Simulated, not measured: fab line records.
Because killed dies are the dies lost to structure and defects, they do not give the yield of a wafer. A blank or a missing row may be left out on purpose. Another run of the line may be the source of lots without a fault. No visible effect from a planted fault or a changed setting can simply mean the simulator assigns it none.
The tool behind it: which one? :: flow n5 finfet :: route of 1938 steps, sampled at 1 step: 24 lots, 72 wafers

## WHAT THE GAUGES READ, wafer by wafer
N5_BEOL_M2_OCD_MEAS_38.
lot: L074
measured: day 6 19:32
on: ocd-02
trench depth nm (nm): 56.3 57.0 55.7

lot: L075
measured: day 6 20:12
on: ocd-02
trench depth nm (nm): 55.2 55.0 54.9

lot: L076
measured: day 7 04:35
on: ocd-01
trench depth nm (nm): 55.7 54.3 54.7

lot: L077
measured: day 7 09:46
on: ocd-01
trench depth nm (nm): 56.4 56.8 56.8

lot: L078
measured: day 7 19:58
on: ocd-01
trench depth nm (nm): 56.0 55.2 56.5

lot: L079
measured: day 7 23:07
on: ocd-02
trench depth nm (nm): 55.4 56.6 56.4

lot: L080
measured: day 8 04:48
on: ocd-02
trench depth nm (nm): 54.4 54.0 54.7

lot: L081
measured: day 8 13:39
on: ocd-02
trench depth nm (nm): 54.0 55.6 54.3

lot: L082
measured: day 8 22:28
on: ocd-01
trench depth nm (nm): 54.4 55.0 54.6

lot: L083
measured: day 9 00:04
on: ocd-02
trench depth nm (nm): 55.0 56.8 56.9

lot: L084
measured: day 9 08:38
on: ocd-02
trench depth nm (nm): 53.9 54.4 54.4

lot: L085
measured: day 9 14:26
on: ocd-02
trench depth nm (nm): 53.4 55.0 55.2

lot: L086
measured: day 9 19:55
on: ocd-01
trench depth nm (nm): 54.8 54.6 54.1

lot: L087
measured: day 9 21:45
on: ocd-02
trench depth nm (nm): 55.4 55.6 54.2

lot: L089
measured: day 10 09:14
on: ocd-01
trench depth nm (nm): 54.8 54.9 56.5

lot: L088
measured: day 10 14:08
on: ocd-01
trench depth nm (nm): 54.4 56.8 56.3

lot: L090
measured: day 10 16:38
on: ocd-01
trench depth nm (nm): 55.8 55.9 55.8

lot: L093
measured: day 11 10:46
on: ocd-01
trench depth nm (nm): 55.9 54.8 55.9

lot: L091
measured: day 11 12:34
on: ocd-01
trench depth nm (nm): 55.0 54.7 56.1

lot: L092
measured: day 11 14:55
on: ocd-01
trench depth nm (nm): 56.6 55.7 55.3

lot: L094
measured: day 11 16:11
on: ocd-01
trench depth nm (nm): 54.8 54.9 56.2

lot: L095
measured: day 11 19:26
on: ocd-01
trench depth nm (nm): 55.3 55.0 55.2

lot: L096
measured: day 12 11:04
on: ocd-01
trench depth nm (nm): 55.8 56.1 56.1

lot: L097
measured: day 13 09:46
on: ocd-02
trench depth nm (nm): 55.1 56.2 56.4

## WHICH TOOL RAN EACH LOT (tool, then ch and the chambers of the sampled wafers, then the start)
The record holds no process step before these readings.

## AS READ BY THE TOOLS THEMSELVES (means over the sampled wafers that have a number; for cases with no such wafer, the mark the record gives instead)
The record holds no such reading with a usual standard deviation.

## THE ANSWER, worked out from the rows above alone
Rule: what is usual is taken from the lots themselves. Put in order of their means at a reading, lots are off if they are a third of the lots or fewer, leave a main group of 4 or more, and stand apart from it by a gap of 3 or more times the standard deviation of the main group's means; of several such gaps the widest counts. A main group is skipped when, at the precision printed for the reading in the tables above, its means are all equal. A lot without any number at a reading at which 4 lots or more have one is off too. All remaining lots with rows at the step are treated as sound. First the gauges in route order, then the tools' own readings, where a lot's mean is used as printed above. At the first step where some lot is off, the reading lying furthest off is the one used; lots without a number count as furthest.
Across all readings shown, no lot is off: no conclusion can be drawn from this.

## WHAT HAD BEEN PUT IN BY THE SIMULATOR
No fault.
